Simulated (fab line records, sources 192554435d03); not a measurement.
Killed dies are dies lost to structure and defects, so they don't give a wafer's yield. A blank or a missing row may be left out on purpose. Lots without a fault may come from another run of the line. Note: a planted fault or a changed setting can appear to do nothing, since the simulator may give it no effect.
The same fault as seen by 3 desks ; flow n5-finfet ; every desk sees just its own numbers, and what lay behind them comes last

## THE METROLOGY DESK
What the gauges read for every lot (on any tool): the sampled wafers with a number, averaged. Marked OUT: a lot whose mean sits more than 4 standard deviations from the usual mean, which makes it out of limits; the brackets give that distance.
Columns: A = V10_OVL at N5_BEOL_M11_OVL_MEAS_29, usual 0.2 nm
lot;first seen here;A
L881;day 11 22:10;0.5
L882;day 12 06:02;-0.4
L883;day 12 09:00;1.0
L886;day 13 11:56;-0.9
L890;day 13 20:40;1.9
L889;day 13 23:37;0.6
L891;day 15 01:01;0.2
L893;day 15 03:35;0.6
L896;day 16 06:59;-0.2
L901;day 17 11:49;-1.2
This desk's verdict: no lot among the 10 shows anything out of limits.

## THE DEFECT DESK
Lot by lot, what the route's inspections counted, given as the mean of those sampled wafers with a number. Marked OUT: a lot whose mean sits more than 4 standard deviations from the usual mean, which makes it out of limits; the brackets give that distance.
Columns: A = raw-defect-count at N5_BEOL_M11_INSPECT_30, usual 406
lot;first seen here;A
L881;day 11 22:11;360
L882;day 12 06:04;340
L883;day 12 09:01;381
L886;day 13 11:57;358
L890;day 13 20:41;394
L889;day 13 23:38;794
L891;day 15 01:02;366
L893;day 15 03:37;888 (+5.0) OUT
L896;day 16 07:00;280
L901;day 17 11:50;392
This desk's finding: out of limits on L893; first on L893, day 15 03:37 (raw-defect-count at N5_BEOL_M11_INSPECT_30). L881, L882, L883, L886, L890, L889, L891, L896, L901: within limits.

## DESK OF THE TOOL OWNER: rie-metal-02
The tool's own readings at N5_BEOL_M11_HM_OPEN_17 (chemistry Cl2/BCl3, target TiN, target depth 20 nm, overetch 6 nm): means of the sampled wafers that have a number, for each lot that ran on this tool. Marked OUT: a lot whose mean sits more than 4 standard deviations from the usual mean, which makes it out of limits; the brackets give that distance.
Columns: A = drypump-motor-current-A at N5_BEOL_M11_HM_OPEN_17, usual 5.89 A; B = mfc-cl2-sccm at N5_BEOL_M11_HM_OPEN_17, usual 53.26 sccm; C = oes-product-au at N5_BEOL_M11_HM_OPEN_17, usual 0.67 a.u.; D = throttle-valve-pct at N5_BEOL_M11_HM_OPEN_17, usual 22.07 %
lot;first seen here;A;B;C;D
L882;day 12 04:40;6.01;53.14;0.64;22.07
L883;day 12 08:26;5.84;53.17;0.67;22.14
L886;day 13 09:03;5.82;53.21;0.67;22.14
L889;day 13 21:41;5.99;53.27;0.63;22.08
L893;day 15 03:02;5.85;53.24;0.66;22.14
L901;day 17 11:06;6.11;53.15;0.58;22.03
This desk's verdict: no lot among the 6 shows anything out of limits.

## TAKEN TOGETHER
The defect desk could have raised an alarm at day 15 03:37, on L893.
From the metrology desk's view, nothing was out of limits.
Nothing out of limits was seen by the tool owner's desk.
The metrology desk has L893 on record, within its limits.
On record at the tool owner's desk: L893, within its limits.
On rie-metal-02, each named lot ran N5_BEOL_M11_HM_OPEN_17.

## WHAT THE SIMULATOR HAD PUT IN
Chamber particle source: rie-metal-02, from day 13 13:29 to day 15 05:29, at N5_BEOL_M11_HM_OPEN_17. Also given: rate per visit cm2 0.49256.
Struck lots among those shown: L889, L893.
Hours from the fault's start to each desk's first reading out of limits: the defect desk, 38.
